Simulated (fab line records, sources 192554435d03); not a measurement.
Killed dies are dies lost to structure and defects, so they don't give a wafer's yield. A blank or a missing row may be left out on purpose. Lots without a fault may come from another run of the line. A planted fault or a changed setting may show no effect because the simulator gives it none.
Split-lot experiment | flow n5_finfet | 7 lots, 21 wafers read, on a route of 1938 steps

THE SPLIT
At N5_BEOL_M12_SPUTTER_44 (material Ta, target thk 10 nm, time 16.13 s), the setting time_s was moved away from the recipe's 16.13 s on 6 of the 21 wafers read, by -10.1% to +7.9%. The other wafers ran this setting at the recipe's value.

The reading is taken at the split's own step.

THE READING
Ta_of_BEOL_M12_SPUTTER_44.thk_nm (the simulator's own value, which no gauge read), in nm, at N5_BEOL_M12_SPUTTER_44 (material Ta, target thk 10 nm, time 16.13 s). The file gives no usual value for it. The 15 wafers here that ran the recipe average 10.0 nm, standard deviation 0.17 nm.

wafer  | tool, chamber at the split | time_s as run, s | against the recipe | Ta_of_BEOL_M12_SPUTTER_44.thk_nm, nm | against lot-mates on the recipe
L075.1 | pvd_sputter-01, -          | 16.13            | recipe             | 10                                   | -
L075.5 | pvd_sputter-01, -          | 16.13            | recipe             | 10                                   | -
L075.2 | pvd_sputter-01, -          | 16.13            | recipe             | 10.2                                 | -
L080.2 | pvd_sputter-02, -          | 17.41            | +7.9%              | 11                                   | +0.8
L080.6 | pvd_sputter-02, -          | 17.41            | +7.9%              | 11                                   | +0.8
L080.5 | pvd_sputter-02, -          | 16.13            | recipe             | 10.2                                 | -
L081.1 | pvd_sputter-02, -          | 16.13            | recipe             | 10.2                                 | -
L081.3 | pvd_sputter-02, -          | 16.13            | recipe             | 10.2                                 | -
L081.5 | pvd_sputter-02, -          | 16.13            | recipe             | 10.2                                 | -
L084.1 | pvd_sputter-01, -          | 17.41            | +7.9%              | 11                                   | +1.0
L084.2 | pvd_sputter-01, -          | 16.13            | recipe             | 10                                   | -
L084.3 | pvd_sputter-01, -          | 17.41            | +7.9%              | 10.8                                 | +0.8
L088.2 | pvd_sputter-01, -          | 16.13            | recipe             | 10                                   | -
L088.3 | pvd_sputter-01, -          | 16.13            | recipe             | 9.8                                  | -
L088.5 | pvd_sputter-01, -          | 16.13            | recipe             | 9.8                                  | -
L096.1 | pvd_sputter-01, -          | 16.13            | recipe             | 9.8                                  | -
L096.2 | pvd_sputter-01, -          | 16.13            | recipe             | 9.8                                  | -
L096.3 | pvd_sputter-01, -          | 16.13            | recipe             | 9.8                                  | -
L092.1 | pvd_sputter-02, -          | 16.13            | recipe             | 10.2                                 | -
L092.4 | pvd_sputter-02, -          | 14.5             | -10.1%             | 9.4                                  | -0.8
L092.5 | pvd_sputter-02, -          | 14.5             | -10.1%             | 9.2                                  | -1.0

THE FIT
A straight line over all 21 wafers: Ta_of_BEOL_M12_SPUTTER_44.thk_nm changes by +0.0953 nm for each +1% of time_s; r = +0.93; the points scatter about the line by 0.19 nm.
The same after taking each lot's own level away (the mean of its wafers on the recipe; 21 wafers): +0.0985 nm for each +1%; r = +0.99; scatter 0.083 nm.
On that fit, the largest move of time_s shifts the reading by 1 nm.
The lots' own levels span 9.80 to 10.20 nm, that is 2.3 times the standard deviation above.
So the lot-to-lot level changes the slope little: the two slopes agree.
Check: with one of the wafers moved furthest among these (-10.1%) left out of the fit, the line predicts -1.05 nm for it against its lot-mates. It came out at -0.8 nm against them.

OTHER SPLITS ON THESE WAFERS
These wafers also went through other splits before the reading. Each is held against what the fit with the lots' levels taken away leaves over:
other split on the same wafers      | wafers away from the commonest value | r with Ta_of_BEOL_M12_SPUTTER_44.thk_nm (lot level and that fit taken away)
N5_BEOL_M11_TRENCH_ETCH_37 source_w | 7                                    | +0.44

THE FILE'S OWN FIT
Ta_of_BEOL_M12_SPUTTER_44.thk_nm changes by +0.099 nm for each +1% of time_s, r = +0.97.
